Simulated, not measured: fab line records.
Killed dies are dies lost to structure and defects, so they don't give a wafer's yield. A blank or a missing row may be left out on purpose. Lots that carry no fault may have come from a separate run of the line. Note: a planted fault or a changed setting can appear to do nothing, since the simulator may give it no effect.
fab line records / flow n5Finfet / part 2 of 2: steps 26 to 32 of 32
[record] lots = 5 wafers = 15 lastDay = 16
route steps=1938 shown DUMMY_GATE@250 SPACER0@258 SD_EPI_N@262
lots that met no fault: from a run of the same line without faults
startH: start of the lot's first displayed wafer, in hours after the record's first day / waitH: hours from the lot's prior step to this one / " repeats the value in the row above / L1.1+2: one row covering several wafers at once / - no value, or no start was given / * or withheld: withheld / < > ~ a bound
route shown NAME@n: a module of which the file shows steps, and the number in the route of the first / usual: average and standard deviation across the fault-free wafers / same: alike in all rows / chamber/n: place in a boat / sites: per-site readings / _std_site: how widely they spread, as a standard deviation / _edge_site: outer sites' mean less inner sites' / radiusMm: for every site, how far away it sits from the centre of the wafer / mask NAME#n: copy n / behind: tool/chamber where the wafer was last shaped / hold: why the lot went on hold/how many hours it stayed there/how the hold came to an end / device: transistor that didn't switch, given as n, p or np / end of line: the same wafers' tests at the end of the route / a step without rows: its recipe alone / killed: at the first sort, the dies lost to defects and structure; wafer yield is something else / map: a wafer's dies, x killed, . not, _ none there
set.NAME: the setting the step ran with; set.NAME@STEP: the setting that earlier step ran with / model.NAME: the simulator's own value behind a step, which no gauge read
a table for each step, a row for each wafer; lots at some steps of the route
services: from which hour (startH, from the record's first day; less than 0 if before it) a tool's chamber was out of use, for how many hours, and why
[[steps]]
[step N5_SD_EPI_N_ETCH_35]
[recipe] chemistry = N2/H2 target = SOC overetchA = 1080 maskMaterial = SiARC tempC = 40 ionEnergyEv = 100 sourceW = 3000 biasW = 133 pressureMtorr = 20 timeS = 486 n2FlowSccm = 200 h2FlowSccm = 200
[usual] drypumpMotorCurrentA = 5.6/0.49 h2FlowSccm = 200.1/0.65 oesProductAu = 0.76/0.067 rfVppV = 241.0/1.3 showerheadPlenumPTorr = 2.57/0.099 throttleValvePct = 23.64/0.21
lot.wafer=L081.1 tool=rieDiel-01 chamber=0 startH=91.03 waitH=0.0 drypumpMotorCurrentA=6.1 h2FlowSccm=199.8 oesProductAu=0.67 rfHoursCounterH=189 rfVppV=238.7 showerheadPlenumPTorr=2.42 throttleValvePct=23.94
lot.wafer=L081.4 tool=rieDiel-01 chamber=2 startH=91.03 waitH=0.0 drypumpMotorCurrentA=6.4 h2FlowSccm=199.7 oesProductAu=0.64 rfHoursCounterH=223 rfVppV=239.9 showerheadPlenumPTorr=2.50 throttleValvePct=23.57
lot.wafer=L081.6 tool=rieDiel-01 chamber=0 startH=91.03 waitH=0.0 drypumpMotorCurrentA=6.1 h2FlowSccm=200.0 oesProductAu=0.66 rfHoursCounterH=- rfVppV=240.5 showerheadPlenumPTorr=2.42 throttleValvePct=23.95
lot.wafer=L088.1 tool=rieDiel-02 chamber=3 startH=136.86 waitH=0.0 drypumpMotorCurrentA=4.7 h2FlowSccm=200.3 oesProductAu=0.76 rfHoursCounterH=58 rfVppV=240.8 showerheadPlenumPTorr=2.46 throttleValvePct=23.57
lot.wafer=L088.2 tool=rieDiel-02 chamber=1 startH=136.86 waitH=0.0 drypumpMotorCurrentA=5.6 h2FlowSccm=200.7 oesProductAu=0.76 rfHoursCounterH=48 rfVppV=240.7 showerheadPlenumPTorr=2.58 throttleValvePct=23.36
lot.wafer=L088.4 tool=rieDiel-02 chamber=2 startH=136.86 waitH=0.0 drypumpMotorCurrentA=5.8 h2FlowSccm=199.8 oesProductAu=0.75 rfHoursCounterH=66 rfVppV=241.0 showerheadPlenumPTorr=2.70 throttleValvePct=23.79
lot.wafer=L090.1 tool=rieDiel-06 chamber=0 startH=147.66 waitH=0.0 drypumpMotorCurrentA=5.3 h2FlowSccm=200.3 oesProductAu=0.83 rfHoursCounterH=8 rfVppV=242.6 showerheadPlenumPTorr=2.72 throttleValvePct=23.74
lot.wafer=L090.2 tool=rieDiel-06 chamber=2 startH=147.66 waitH=0.0 drypumpMotorCurrentA=5.5 h2FlowSccm=200.7 oesProductAu=0.81 rfHoursCounterH=22 rfVppV=241.9 showerheadPlenumPTorr=2.70 throttleValvePct=23.82
lot.wafer=L090.4 tool=rieDiel-06 chamber=3 startH=147.66 waitH=0.0 drypumpMotorCurrentA=5.2 h2FlowSccm=200.3 oesProductAu=0.79 rfHoursCounterH=40 rfVppV=242.4 showerheadPlenumPTorr=2.67 throttleValvePct=23.47
lot.wafer=L093.1 tool=rieDiel-02 chamber=2 startH=167.98 waitH=0.0 drypumpMotorCurrentA=5.8 h2FlowSccm=201.2 oesProductAu=0.73 rfHoursCounterH=78 rfVppV=243.2 showerheadPlenumPTorr=2.69 throttleValvePct=23.81
lot.wafer=L093.3 tool=rieDiel-02 chamber=1 startH=167.98 waitH=0.0 drypumpMotorCurrentA=5.6 h2FlowSccm=199.5 oesProductAu=0.75 rfHoursCounterH=59 rfVppV=241.0 showerheadPlenumPTorr=2.58 throttleValvePct=23.39
lot.wafer=L093.5 tool=rieDiel-02 chamber=2 startH=167.98 waitH=0.0 drypumpMotorCurrentA=5.8 h2FlowSccm=200.6 oesProductAu=0.73 rfHoursCounterH=- rfVppV=242.0 showerheadPlenumPTorr=2.69 throttleValvePct=23.78
lot.wafer=L094.3 tool=rieDiel-06 chamber=1 startH=169.21 waitH=0.0 drypumpMotorCurrentA=6.7 h2FlowSccm=200.2 oesProductAu=0.72 rfHoursCounterH=105 rfVppV=240.2 showerheadPlenumPTorr=2.46 throttleValvePct=24.02
lot.wafer=L094.4 tool=rieDiel-06 chamber=0 startH=169.21 waitH=0.0 drypumpMotorCurrentA=5.3 h2FlowSccm=198.1 oesProductAu=0.81 rfHoursCounterH=17 rfVppV=241.3 showerheadPlenumPTorr=2.71 throttleValvePct=23.74
lot.wafer=L094.5 tool=rieDiel-06 chamber=0 startH=169.21 waitH=0.0 drypumpMotorCurrentA=5.3 h2FlowSccm=200.2 oesProductAu=0.81 rfHoursCounterH=- rfVppV=243.4 showerheadPlenumPTorr=2.71 throttleValvePct=23.74
[step N5_SD_EPI_N_STRIP_36]
[recipe] chemistry = N2/H2 tempC = 40 n2FlowSccm = 200 h2FlowSccm = 200 rfFrequencyHz = 6e+07
lot.wafer=L081.1+4+6 tool=rieDiel-01 chamber=0,2,0 startH=91.34 waitH=0.2
lot.wafer=L088.1+2+4 tool=rieDiel-02 chamber=3,1,2 startH=137.18 waitH=0.2
lot.wafer=L090.1+2+4 tool=rieDiel-06 chamber=0,2,3 startH=147.98 waitH=0.2
lot.wafer=L093.1+3+5 tool=rieDiel-02 chamber=2,1,2 startH=168.30 waitH=0.2
lot.wafer=L094.3+4+5 tool=rieDiel-06 chamber=1,0,0 startH=169.53 waitH=0.2
[step N5_SD_EPI_N_ETCHBACK_44]
[recipe] chemistry = CH3F/O2 mode = anisotropicEtchback target = SiNx targetDepthA = 145 stopOn = SiO2 overEtchFrac = 0.3 ionEnergyEv = 120 pressureMtorr = 30 sourceW = 395 biasW = 73 Ar_flow_sccm = 150 CH3F_flow_sccm = 30 O2_flow_sccm = 20
[usual] CH3F_flow_sccm = 30.00/0.096 drypumpMotorCurrentA = 5.6/0.49 oesProductAu = 0.72/0.064 rfVppV = 296.5/2.9 showerheadPlenumPTorr = 2.02/0.076 throttleValvePct = 16.23/0.19
lot.wafer=L081.1 tool=rieDiel-01 chamber=0 startH=91.35 waitH=0.0 CH3F_flow_sccm=30.07 drypumpMotorCurrentA=6.1 oesProductAu=0.64 rfHoursCounterH=189 rfVppV=294.0 showerheadPlenumPTorr=1.91 throttleValvePct=16.56
lot.wafer=L081.4 tool=rieDiel-01 chamber=2 startH=91.35 waitH=0.0 CH3F_flow_sccm=29.88 drypumpMotorCurrentA=6.3 oesProductAu=0.62 rfHoursCounterH=223 rfVppV=293.5 showerheadPlenumPTorr=1.97 throttleValvePct=16.46
lot.wafer=L081.6 tool=rieDiel-01 chamber=0 startH=91.35 waitH=0.0 CH3F_flow_sccm=30.17 drypumpMotorCurrentA=6.1 oesProductAu=0.64 rfHoursCounterH=- rfVppV=293.0 showerheadPlenumPTorr=1.91 throttleValvePct=16.56
lot.wafer=L088.1 tool=rieDiel-02 chamber=3 startH=137.19 waitH=0.0 CH3F_flow_sccm=29.97 drypumpMotorCurrentA=4.8 oesProductAu=0.73 rfHoursCounterH=58 rfVppV=297.2 showerheadPlenumPTorr=1.94 throttleValvePct=16.36
lot.wafer=L088.2 tool=rieDiel-02 chamber=1 startH=137.19 waitH=0.0 CH3F_flow_sccm=30.05 drypumpMotorCurrentA=5.6 oesProductAu=0.73 rfHoursCounterH=48 rfVppV=295.9 showerheadPlenumPTorr=2.02 throttleValvePct=15.98
lot.wafer=L088.4 tool=rieDiel-02 chamber=2 startH=137.19 waitH=0.0 CH3F_flow_sccm=29.89 drypumpMotorCurrentA=5.7 oesProductAu=0.71 rfHoursCounterH=67 rfVppV=292.7 showerheadPlenumPTorr=2.11 throttleValvePct=16.16
lot.wafer=L090.1 tool=rieDiel-06 chamber=0 startH=147.99 waitH=0.0 CH3F_flow_sccm=30.09 drypumpMotorCurrentA=5.3 oesProductAu=0.79 rfHoursCounterH=8 rfVppV=301.1 showerheadPlenumPTorr=2.13 throttleValvePct=16.19
lot.wafer=L090.2 tool=rieDiel-06 chamber=2 startH=147.99 waitH=0.0 CH3F_flow_sccm=30.06 drypumpMotorCurrentA=5.5 oesProductAu=0.77 rfHoursCounterH=23 rfVppV=299.7 showerheadPlenumPTorr=2.13 throttleValvePct=16.36
lot.wafer=L090.4 tool=rieDiel-06 chamber=3 startH=147.99 waitH=0.0 CH3F_flow_sccm=30.02 drypumpMotorCurrentA=5.1 oesProductAu=0.75 rfHoursCounterH=41 rfVppV=303.9 showerheadPlenumPTorr=2.11 throttleValvePct=16.21
lot.wafer=L093.1 tool=rieDiel-02 chamber=2 startH=168.31 waitH=0.0 CH3F_flow_sccm=30.01 drypumpMotorCurrentA=5.7 oesProductAu=0.70 rfHoursCounterH=78 rfVppV=293.9 showerheadPlenumPTorr=2.11 throttleValvePct=16.18
lot.wafer=L093.3 tool=rieDiel-02 chamber=1 startH=168.31 waitH=0.0 CH3F_flow_sccm=29.97 drypumpMotorCurrentA=5.6 oesProductAu=0.72 rfHoursCounterH=59 rfVppV=295.7 showerheadPlenumPTorr=2.02 throttleValvePct=16.00
lot.wafer=L093.5 tool=rieDiel-02 chamber=2 startH=168.31 waitH=0.0 CH3F_flow_sccm=30.00 drypumpMotorCurrentA=5.8 oesProductAu=0.69 rfHoursCounterH=- rfVppV=293.3 showerheadPlenumPTorr=2.11 throttleValvePct=16.18
lot.wafer=L094.3 tool=rieDiel-06 chamber=1 startH=169.54 waitH=0.0 CH3F_flow_sccm=29.83 drypumpMotorCurrentA=6.7 oesProductAu=0.69 rfHoursCounterH=105 rfVppV=296.0 showerheadPlenumPTorr=1.92 throttleValvePct=16.36
lot.wafer=L094.4 tool=rieDiel-06 chamber=0 startH=169.54 waitH=0.0 CH3F_flow_sccm=30.06 drypumpMotorCurrentA=5.3 oesProductAu=0.77 rfHoursCounterH=17 rfVppV=301.3 showerheadPlenumPTorr=2.13 throttleValvePct=16.20
lot.wafer=L094.5 tool=rieDiel-06 chamber=0 startH=169.54 waitH=0.0 CH3F_flow_sccm=29.93 drypumpMotorCurrentA=5.3 oesProductAu=0.76 rfHoursCounterH=- rfVppV=299.7 showerheadPlenumPTorr=2.13 throttleValvePct=16.22
[step N5_SD_EPI_N_ETCH_45]
[recipe] chemistry = CH3F/O2 target = SiOCN targetDepthA = 60 maskMaterial = SOC ionEnergyEv = 60 biasW = 29 pressureMtorr = 15 sourceW = 410 Ar_flow_sccm = 150 CH3F_flow_sccm = 30 O2_flow_sccm = 20
[usual] CH3F_flow_sccm = 29.99/0.092 drypumpMotorCurrentA = 5.6/0.49 oesProductAu = 0.85/0.076 rfVppV = 127.6/1 showerheadPlenumPTorr = 2.01/0.076 throttleValvePct = 23.22/0.17
lot.wafer=L081.1 tool=rieDiel-01 chamber=0 startH=91.45 waitH=0.1 CH3F_flow_sccm=29.95 drypumpMotorCurrentA=6.1 oesProductAu=0.74 rfHoursCounterH=189 rfVppV=126.9 showerheadPlenumPTorr=1.91 throttleValvePct=23.55
lot.wafer=L081.4 tool=rieDiel-01 chamber=2 startH=91.45 waitH=0.1 CH3F_flow_sccm=30.04 drypumpMotorCurrentA=6.4 oesProductAu=0.72 rfHoursCounterH=223 rfVppV=126.2 showerheadPlenumPTorr=1.96 throttleValvePct=23.25
lot.wafer=L081.6 tool=rieDiel-01 chamber=0 startH=91.45 waitH=0.1 CH3F_flow_sccm=30.21 drypumpMotorCurrentA=6.1 oesProductAu=0.75 rfHoursCounterH=- rfVppV=126.1 showerheadPlenumPTorr=1.91 throttleValvePct=23.55
lot.wafer=L088.1 tool=rieDiel-02 chamber=3 startH=137.29 waitH=0.1 CH3F_flow_sccm=30.00 drypumpMotorCurrentA=4.8 oesProductAu=0.84 rfHoursCounterH=58 rfVppV=127.9 showerheadPlenumPTorr=1.93 throttleValvePct=23.29
lot.wafer=L088.2 tool=rieDiel-02 chamber=1 startH=137.29 waitH=0.1 CH3F_flow_sccm=30.25 drypumpMotorCurrentA=5.6 oesProductAu=0.86 rfHoursCounterH=48 rfVppV=128.8 showerheadPlenumPTorr=2.01 throttleValvePct=22.96
lot.wafer=L088.4 tool=rieDiel-02 chamber=2 startH=137.29 waitH=0.1 CH3F_flow_sccm=29.96 drypumpMotorCurrentA=5.7 oesProductAu=0.83 rfHoursCounterH=67 rfVppV=129.3 showerheadPlenumPTorr=2.11 throttleValvePct=23.18
lot.wafer=L090.1 tool=rieDiel-06 chamber=0 startH=148.09 waitH=0.1 CH3F_flow_sccm=30.00 drypumpMotorCurrentA=5.3 oesProductAu=0.93 rfHoursCounterH=8 rfVppV=128.0 showerheadPlenumPTorr=2.12 throttleValvePct=23.31
lot.wafer=L090.2 tool=rieDiel-06 chamber=2 startH=148.09 waitH=0.1 CH3F_flow_sccm=29.85 drypumpMotorCurrentA=5.4 oesProductAu=0.91 rfHoursCounterH=23 rfVppV=128.3 showerheadPlenumPTorr=2.12 throttleValvePct=23.39
lot.wafer=L090.4 tool=rieDiel-06 chamber=3 startH=148.09 waitH=0.1 CH3F_flow_sccm=29.93 drypumpMotorCurrentA=5.1 oesProductAu=0.88 rfHoursCounterH=41 rfVppV=127.6 showerheadPlenumPTorr=2.10 throttleValvePct=23.27
lot.wafer=L093.1 tool=rieDiel-02 chamber=2 startH=168.41 waitH=0.1 CH3F_flow_sccm=29.96 drypumpMotorCurrentA=5.7 oesProductAu=0.81 rfHoursCounterH=78 rfVppV=127.3 showerheadPlenumPTorr=2.10 throttleValvePct=23.19
lot.wafer=L093.3 tool=rieDiel-02 chamber=1 startH=168.41 waitH=0.1 CH3F_flow_sccm=30.04 drypumpMotorCurrentA=5.6 oesProductAu=0.86 rfHoursCounterH=59 rfVppV=129.0 showerheadPlenumPTorr=2.01 throttleValvePct=23.00
lot.wafer=L093.5 tool=rieDiel-02 chamber=2 startH=168.41 waitH=0.1 CH3F_flow_sccm=30.00 drypumpMotorCurrentA=5.7 oesProductAu=0.81 rfHoursCounterH=- rfVppV=128.3 showerheadPlenumPTorr=2.10 throttleValvePct=23.19
lot.wafer=L094.3 tool=rieDiel-06 chamber=1 startH=169.64 waitH=0.1 CH3F_flow_sccm=29.96 drypumpMotorCurrentA=6.7 oesProductAu=0.80 rfHoursCounterH=105 rfVppV=126.8 showerheadPlenumPTorr=1.92 throttleValvePct=23.33
lot.wafer=L094.4 tool=rieDiel-06 chamber=0 startH=169.64 waitH=0.1 CH3F_flow_sccm=29.89 drypumpMotorCurrentA=5.3 oesProductAu=0.90 rfHoursCounterH=17 rfVppV=128.0 showerheadPlenumPTorr=2.12 throttleValvePct=23.31
lot.wafer=L094.5 tool=rieDiel-06 chamber=0 startH=169.64 waitH=0.1 CH3F_flow_sccm=29.89 drypumpMotorCurrentA=5.3 oesProductAu=0.90 rfHoursCounterH=- rfVppV=128.5 showerheadPlenumPTorr=2.12 throttleValvePct=23.32
[step N5_SD_EPI_N_ETCH_16]
[recipe] chemistry = CHF3/O2 target = SiO2 targetDepthA = 50 maskMaterial = SOC pressureMtorr = 30 sourceW = 650 biasW = 170 Ar_flow_sccm = 200 CHF3_flow_sccm = 50 O2_flow_sccm = 5 ionEnergyEv = 200
[usual] drypumpMotorCurrentA = 5.6/0.49 oesProductAu = 0.84/0.077 rfVppV = 522/5.2 showerheadPlenumPTorr = 2.43/0.089 throttleValvePct = 18.80/0.18
lot.wafer=L081.1 tool=rieDiel-01 chamber=0 startH=91.55 waitH=0.1 drypumpMotorCurrentA=6.1 oesProductAu=0.75 rfHoursCounterH=189 rfVppV=517 showerheadPlenumPTorr=2.31 throttleValvePct=19.09
lot.wafer=L081.4 tool=rieDiel-01 chamber=2 startH=91.55 waitH=0.1 drypumpMotorCurrentA=6.4 oesProductAu=0.72 rfHoursCounterH=223 rfVppV=520 showerheadPlenumPTorr=2.37 throttleValvePct=18.99
lot.wafer=L081.6 tool=rieDiel-01 chamber=0 startH=91.55 waitH=0.1 drypumpMotorCurrentA=6.1 oesProductAu=0.75 rfHoursCounterH=- rfVppV=516 showerheadPlenumPTorr=2.31 throttleValvePct=19.08
lot.wafer=L088.1 tool=rieDiel-02 chamber=3 startH=137.39 waitH=0.1 drypumpMotorCurrentA=4.7 oesProductAu=0.85 rfHoursCounterH=58 rfVppV=522 showerheadPlenumPTorr=2.34 throttleValvePct=18.93
lot.wafer=L088.2 tool=rieDiel-02 chamber=1 startH=137.39 waitH=0.1 drypumpMotorCurrentA=5.6 oesProductAu=0.87 rfHoursCounterH=48 rfVppV=523 showerheadPlenumPTorr=2.44 throttleValvePct=18.57
lot.wafer=L088.4 tool=rieDiel-02 chamber=2 startH=137.39 waitH=0.1 drypumpMotorCurrentA=5.7 oesProductAu=0.83 rfHoursCounterH=67 rfVppV=515 showerheadPlenumPTorr=2.54 throttleValvePct=18.73
lot.wafer=L090.1 tool=rieDiel-06 chamber=0 startH=148.19 waitH=0.1 drypumpMotorCurrentA=5.3 oesProductAu=0.93 rfHoursCounterH=8 rfVppV=530 showerheadPlenumPTorr=2.56 throttleValvePct=18.82
lot.wafer=L090.2 tool=rieDiel-06 chamber=2 startH=148.19 waitH=0.1 drypumpMotorCurrentA=5.4 oesProductAu=0.91 rfHoursCounterH=23 rfVppV=530 showerheadPlenumPTorr=2.56 throttleValvePct=18.95
lot.wafer=L090.4 tool=rieDiel-06 chamber=3 startH=148.19 waitH=0.1 drypumpMotorCurrentA=5.1 oesProductAu=0.88 rfHoursCounterH=41 rfVppV=533 showerheadPlenumPTorr=2.53 throttleValvePct=18.77
lot.wafer=L093.1 tool=rieDiel-02 chamber=2 startH=168.51 waitH=0.1 drypumpMotorCurrentA=5.7 oesProductAu=0.80 rfHoursCounterH=78 rfVppV=516 showerheadPlenumPTorr=2.53 throttleValvePct=18.74
lot.wafer=L093.3 tool=rieDiel-02 chamber=1 startH=168.51 waitH=0.1 drypumpMotorCurrentA=5.6 oesProductAu=0.84 rfHoursCounterH=59 rfVppV=521 showerheadPlenumPTorr=2.43 throttleValvePct=18.59
lot.wafer=L093.5 tool=rieDiel-02 chamber=2 startH=168.51 waitH=0.1 drypumpMotorCurrentA=5.8 oesProductAu=0.81 rfHoursCounterH=- rfVppV=514 showerheadPlenumPTorr=2.53 throttleValvePct=18.75
lot.wafer=L094.3 tool=rieDiel-06 chamber=1 startH=169.74 waitH=0.1 drypumpMotorCurrentA=6.7 oesProductAu=0.80 rfHoursCounterH=105 rfVppV=526 showerheadPlenumPTorr=2.31 throttleValvePct=18.87
lot.wafer=L094.4 tool=rieDiel-06 chamber=0 startH=169.74 waitH=0.1 drypumpMotorCurrentA=5.3 oesProductAu=0.90 rfHoursCounterH=17 rfVppV=530 showerheadPlenumPTorr=2.56 throttleValvePct=18.79
lot.wafer=L094.5 tool=rieDiel-06 chamber=0 startH=169.74 waitH=0.1 drypumpMotorCurrentA=5.3 oesProductAu=0.90 rfHoursCounterH=- rfVppV=529 showerheadPlenumPTorr=2.56 throttleValvePct=18.84
[step N5_SD_EPI_N_STRIP_47]
[recipe] chemistry = CHF3/O2 resist = SiARC rfFrequencyHz = 6e+07
lot.wafer=L081.1+4+6 tool=rieDiel-01 chamber=0,2,0 startH=91.59 waitH=0.0
lot.wafer=L088.1+2+4 tool=rieDiel-02 chamber=3,1,2 startH=137.43 waitH=0.0
lot.wafer=L090.1+2+4 tool=rieDiel-06 chamber=0,2,3 startH=148.23 waitH=0.0
lot.wafer=L093.1+3+5 tool=rieDiel-02 chamber=2,1,2 startH=168.55 waitH=0.0
lot.wafer=L094.3+4+5 tool=rieDiel-06 chamber=1,0,0 startH=169.78 waitH=0.0
[step N5_SD_EPI_N_SD_RECESS_17]
[recipe] chemistry = HBr/Cl2/O2 targetDepthA = 410 maskMaterial = SOC timeS = 23.7 btTimeS = 3 pressureMtorr = 10 icpW = 800 biasW = 112 HBr_flow_sccm = 150 Cl2_flow_sccm = 80 O2_flow_sccm = 12
[usual] drypumpMotorCurrentA = 5.7/0.41 oesProductAu = 0.994/0.016 throttleValvePct = 37.0/0.32
[same] btTimeS = 3
lot.wafer=L081.1 tool=rieSi-04 chamber=2 startH=91.62 waitH=0.0 drypumpMotorCurrentA=4.9 oesProductAu=1.011 rfHoursCounterH=8 throttleValvePct=36.9
lot.wafer=L081.4 tool=rieSi-04 chamber=3 startH=91.62 waitH=0.0 drypumpMotorCurrentA=6.3 oesProductAu=1.008 rfHoursCounterH=116 throttleValvePct=36.8
lot.wafer=L081.6 tool=rieSi-04 chamber=3 startH=91.62 waitH=0.0 drypumpMotorCurrentA=6.3 oesProductAu=1.013 rfHoursCounterH=- throttleValvePct=36.8
lot.wafer=L088.1 tool=rieSi-02 chamber=3 startH=137.46 waitH=0.0 drypumpMotorCurrentA=5.4 oesProductAu=0.991 rfHoursCounterH=118 throttleValvePct=36.5
lot.wafer=L088.2 tool=rieSi-02 chamber=0 startH=137.46 waitH=0.0 drypumpMotorCurrentA=5.1 oesProductAu=1.003 rfHoursCounterH=9 throttleValvePct=37.1
lot.wafer=L088.4 tool=rieSi-02 chamber=1 startH=137.46 waitH=0.0 drypumpMotorCurrentA=5.2 oesProductAu=1.002 rfHoursCounterH=120 throttleValvePct=37.6
lot.wafer=L090.1 tool=rieSi-02 chamber=1 startH=148.26 waitH=0.0 drypumpMotorCurrentA=5.2 oesProductAu=0.997 rfHoursCounterH=120 throttleValvePct=37.6
lot.wafer=L090.2 tool=rieSi-02 chamber=2 startH=148.26 waitH=0.0 drypumpMotorCurrentA=5.7 oesProductAu=0.980 rfHoursCounterH=69 throttleValvePct=36.9
lot.wafer=L090.4 tool=rieSi-02 chamber=0 startH=148.26 waitH=0.0 drypumpMotorCurrentA=5.1 oesProductAu=1.011 rfHoursCounterH=9 throttleValvePct=37.1
lot.wafer=L093.1 tool=rieSi-03 chamber=0 startH=168.58 waitH=0.0 drypumpMotorCurrentA=5.7 oesProductAu=1.007 rfHoursCounterH=101 throttleValvePct=36.8
lot.wafer=L093.3 tool=rieSi-03 chamber=2 startH=168.58 waitH=0.0 drypumpMotorCurrentA=6.2 oesProductAu=0.968 rfHoursCounterH=187 throttleValvePct=37.4
lot.wafer=L093.5 tool=rieSi-03 chamber=0 startH=168.58 waitH=0.0 drypumpMotorCurrentA=5.7 oesProductAu=1.003 rfHoursCounterH=- throttleValvePct=36.8
lot.wafer=L094.3 tool=rieSi-03 chamber=2 startH=169.81 waitH=0.0 drypumpMotorCurrentA=6.2 oesProductAu=0.971 rfHoursCounterH=187 throttleValvePct=37.4
lot.wafer=L094.4 tool=rieSi-03 chamber=1 startH=169.81 waitH=0.0 drypumpMotorCurrentA=5.8 oesProductAu=0.984 rfHoursCounterH=6 throttleValvePct=37.4
lot.wafer=L094.5 tool=rieSi-03 chamber=3 startH=169.81 waitH=0.0 drypumpMotorCurrentA=5.7 oesProductAu=0.966 rfHoursCounterH=- throttleValvePct=37.3
[[services]]
tool=aldSin-03 chamber=0 startH=67.58 hours=5.5 kind=repair
tool=rieDiel-01 chamber=- startH=68.27 hours=2.8 kind=pm
tool=rieDiel-02 chamber=1 startH=68.50 hours=2.2 kind=repair
tool=rieDiel-06 chamber=0 startH=68.51 hours=6.8 kind=repair
tool=wetBench-03 chamber=- startH=72.72 hours=1.0 kind=repair
tool=arfiScanner-03 chamber=- startH=77.94 hours=5.0 kind=pm
tool=rieDiel-06 chamber=2 startH=83.58 hours=4.7 kind=repair
tool=aldSin-01 chamber=- startH=85.40 hours=14.0 kind=pm
tool=arfiScanner-03 chamber=- startH=87.68 hours=1.9 kind=repair
tool=arfiScanner-01 chamber=- startH=91.11 hours=4.9 kind=pm
tool=rieDiel-02 chamber=2 startH=92.12 hours=3.4 kind=repair
tool=arfiScanner-03 chamber=- startH=96.83 hours=1.0 kind=pm
tool=arfiScanner-01 chamber=- startH=97.00 hours=1.0 kind=pm
tool=rieSi-04 chamber=1 startH=99.50 hours=3.5 kind=repair
tool=rieDiel-06 chamber=- startH=104.51 hours=28.1 kind=pm
tool=rieSi-02 chamber=- startH=109.96 hours=0.3 kind=repair
tool=arfiScanner-01 chamber=- startH=113.63 hours=1.2 kind=repair
tool=aldSin-01 chamber=- startH=122.19 hours=14.6 kind=pm
tool=arfiScanner-03 chamber=- startH=132.72 hours=1.3 kind=pm
tool=aldSin-04 chamber=1 startH=140.15 hours=3.4 kind=repair
tool=rieDiel-02 chamber=0 startH=145.20 hours=4.2 kind=repair
tool=arfiScanner-03 chamber=- startH=146.42 hours=0.8 kind=repair
tool=rieSi-03 chamber=- startH=159.61 hours=0.3 kind=repair
tool=arfiScanner-03 chamber=- startH=165.44 hours=0.8 kind=pm
